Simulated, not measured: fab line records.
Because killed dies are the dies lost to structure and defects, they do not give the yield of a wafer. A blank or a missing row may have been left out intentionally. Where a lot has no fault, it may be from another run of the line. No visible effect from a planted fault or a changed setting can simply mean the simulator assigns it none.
Matching of chambers -- flow n5_finfet -- N5_BEOL_M2_DEP_57 on pecvd-02: 3 sister chambers
The step deposits SiCN from 3MS/NH3, target thk 8 nm, time 14 s. 14 wafers are shown with their chamber, then 7 later ones without.

## WAFERS, EACH WITH ITS CHAMBER
wafer,chamber,throttle_valve_pct (%),showerhead_plenum_p_Torr (Torr),chamber_pressure_Torr (Torr)
L074.2,1,9.4,3.661,2.997
L074.3,2,8.4,3.665,3.000
L074.5,1,9.4,3.660,3.000
L079.1,2,8.3,3.664,2.992
L079.3,0,8.7,3.663,3.005
L079.5,0,9.1,3.657,3.003
L081.2,0,9.0,3.654,2.999
L081.3,1,9.6,3.667,2.995
L081.4,2,8.3,3.665,3.004
L085.3,1,9.3,3.674,3.001
L085.5,2,8.6,3.660,2.997
L085.6,1,9.6,3.671,3.008
L087.1,0,9.0,3.669,3.008
L087.2,2,8.4,3.662,3.006

SIGNATURES (averages over the wafers above)
reading,chamber 0,chamber 1,chamber 2,scatter within a chamber
throttle_valve_pct,8.950,9.460,8.400,0.142
showerhead_plenum_p_Torr,3.66075,3.66660,3.66320,0.00523
chamber_pressure_Torr,3.00375,3.00020,2.99980,0.00492
Rule: for each reading, subtract the chamber's mean from the wafer's reading, divide by that reading's scatter and square the result; add these up over the readings and take the root, which gives the wafer's distance from the chamber. The wafer belongs to the nearest chamber; if the next one is less than 2 further off, it can't be placed. The scatter is the square root of a quotient: the sum, over the shown wafers, of each reading's squared deviation from its chamber's mean, divided by wafers minus chambers.

## WAFERS WITH NO CHAMBER GIVEN
wafer,throttle_valve_pct (%),showerhead_plenum_p_Torr (Torr),chamber_pressure_Torr (Torr)
L087.5,9.0,3.668,2.995
L090.1,8.8,3.654,2.990
L090.4,8.5,3.670,3.006
L090.5,9.2,3.662,3.004
L094.2,8.6,3.668,2.995
L094.3,8.9,3.661,3.004
L094.4,8.8,3.670,2.999

## THE CHAMBER EACH PASSED THROUGH
wafer,from the rows above,in truth
L087.5,can't be placed: 0 or 1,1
L090.1,can't be placed: 0 or 2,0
L090.4,can't be placed: 2 or 0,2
L090.5,can't be placed: 0 or 1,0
L094.2,can't be placed: 2 or 0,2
L094.3,0,0
L094.4,can't be placed: 0 or 2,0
Correctly placed: 1 of 7. Unplaceable from these rows: 6, with the true chamber sitting among the candidates in 6. Number placed wrongly: 0.
